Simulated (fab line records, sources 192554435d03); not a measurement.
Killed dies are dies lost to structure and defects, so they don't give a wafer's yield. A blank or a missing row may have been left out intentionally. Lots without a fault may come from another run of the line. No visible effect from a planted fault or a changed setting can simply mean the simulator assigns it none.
8D (eight disciplines) problem report, filled in by code    flow n5Finfet    the parts of the form that need people (team, actions taken, sign-off) are left out

== 1. THE ISSUE ==
spinSpeedRpm at N5_BEOL_M11_COAT_05 reads a mean of 1318.5 rpm on 6 wafers of 2 lots; wafers without a fault read 1499.9 rpm with a standard deviation of 1.1. That is -99 or more standard deviations from the usual mean.
The step: resist thk 90 nm.
Earliest sighting: wafer L452.1 on lithoTrack-03 at day 13 15:46. The record holds 39 wafers of 13 lots with a number at this step. By rule, "out" or "out of limits" means more than 4 standard deviations away from the usual mean. All remaining wafers that have a number are taken as sound.

== 2. WHAT IT IS; WHAT IT IS NOT ==
question                     is                      is not
which readings at this step  spinSpeedRpm            -
which lots                   L452, L453              L448, L450, L462, L463, L464, L465, L466, L467, L468, L469, L470
which wafers of those lots   all that have a number  -
read on which tools          lithoTrack-03           lithoTrack-01, lithoTrack-05
when                         from day 13 15:46       up to then (6 sound wafers); but 27 sound wafers of L462, L463, L464, L465, L466, L467, L468, L469, L470 came after

== 3. THE SUSPECTS, EACH WITH WHAT RULES IT OUT ==
Counting: a tool stays on the suspect list if, at a process step up to the reading, it processed all lots that are out and no sound lot following the first of them.
- pvdSputter-01 at N5_BEOL_M10_PRE_CLEAN_45 (time 30 s): ruled out as a lasting fault. The sound lots L464 went through it after L452, its earliest lot that is out (day 13 13:05).
- lithoTrack-03 at N5_BEOL_M11_COAT_05 (resist thk 90 nm): ruled out as a lasting fault. The sound lots L469 went through it after L452, its earliest lot that is out (day 13 15:46).
Left after counting: nothing in the record.

== 4. THE CAUSE (what the simulator had put in) ==
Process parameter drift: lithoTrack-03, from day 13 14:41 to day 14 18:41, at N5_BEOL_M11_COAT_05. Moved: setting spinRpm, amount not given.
Counting ruled it out, wrongly.

== 5. THE EFFECT CHAIN, in route order ==
One row per reading whose mean, taken over the struck wafers that have a number, lies over 3 standard deviations from the usual. Readings are gone through only where the record gives a usual standard deviation; hours: the median, over the lots, of the time from a lot's start at the first step in this table giving one to that lot's start at this step; sigmas: the change measured in usual standard deviations.
hours  step                 reading       usual       on struck wafers  change  sigmas
0      N5_BEOL_M11_COAT_05  spinSpeedRpm  1499.9 rpm  1318.5            -181.4  -99 or more
It contains these process steps:
- N5_BEOL_M11_COAT_05: resist thk 90 nm.
Later steps that measure or inspect, where all struck wafers having a row at the step show a number for every such reading and not one has moved that far: N5_BEOL_M11_CD_MEAS_11.

== 6. HOW IT WOULD HAVE BEEN CAUGHT EARLIER ==
In this record the first reading out of limits was taken at day 13 15:46, 1 hour after the fault began at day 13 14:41.
